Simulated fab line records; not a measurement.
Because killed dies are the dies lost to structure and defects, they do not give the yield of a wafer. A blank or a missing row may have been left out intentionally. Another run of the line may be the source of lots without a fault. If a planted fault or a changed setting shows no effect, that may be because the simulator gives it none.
A single fault, viewed from 2 desks || flow n5 finfet || numbers are kept per desk, each desk with only its own; the story behind them comes last

FROM THE METROLOGY DESK
What the gauges read for every lot (on any tool): the sampled wafers with a number, averaged. Any lot whose mean is over 4 standard deviations away from the usual mean is out of limits and marked OUT; that distance is given in the brackets.
Columns: A = trench depth nm at N5_BEOL_M13_OCD_MEAS_35, usual 412 nm
{"lot": "L179", "first seen here": "day 11 03:31", "A": 417}
{"lot": "L183", "first seen here": "day 11 10:44", "A": 417}
{"lot": "L185", "first seen here": "day 12 05:00", "A": 407}
{"lot": "L194", "first seen here": "day 15 07:39", "A": 414}
{"lot": "L196", "first seen here": "day 15 08:08", "A": 422}
{"lot": "L201", "first seen here": "day 16 12:31", "A": 405}
This desk's verdict: no lot among the 6 shows anything out of limits.

AT THE TOOL OWNER'S DESK: pvd sputter-01
The tool's own readings at N5_BEOL_M13_SPUTTER_43 (material TaN, target thk 15 nm, time 24.19 s): means of the sampled wafers that have a number, for each lot that ran on this tool. Any lot whose mean is over 4 standard deviations away from the usual mean is out of limits and marked OUT; that distance is given in the brackets.
Columns: A = cathode dc power W at N5_BEOL_M13_SPUTTER_43, usual 15000 W; B = throttle valve pct at N5_BEOL_M13_SPUTTER_43, usual 30.6 %
{"lot": "L179", "first seen here": "day 11 04:21", "A": 14999, "B": 30.9}
{"lot": "L194", "first seen here": "day 15 08:05", "A": "14126 (-99 or more) OUT", "B": 31.3}
{"lot": "L196", "first seen here": "day 15 10:52", "A": "14125 (-99 or more) OUT", "B": 30.6}
Finding of this desk: L194, L196 out of limits; the first was L194 at day 15 08:05, on cathode dc power W at N5_BEOL_M13_SPUTTER_43. L179 stayed within limits.

TAKEN TOGETHER
The tool owner's desk could have raised an alarm at day 15 08:05, on L194, L196.
Nothing out of limits was seen by the metrology desk.
The metrology desk has L194, L196 on record, within its limits.
Of the lots named, all ran N5_BEOL_M13_SPUTTER_43 on pvd sputter-01.

WHAT WAS PUT IN BY THE SIMULATOR
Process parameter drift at N5_BEOL_M13_SPUTTER_43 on pvd sputter-01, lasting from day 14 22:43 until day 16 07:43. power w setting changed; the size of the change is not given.
Lots struck among those shown: L194, L196.
Delay in hours, fault start to first out-of-limits reading, by desk: the tool owner's desk at 9.
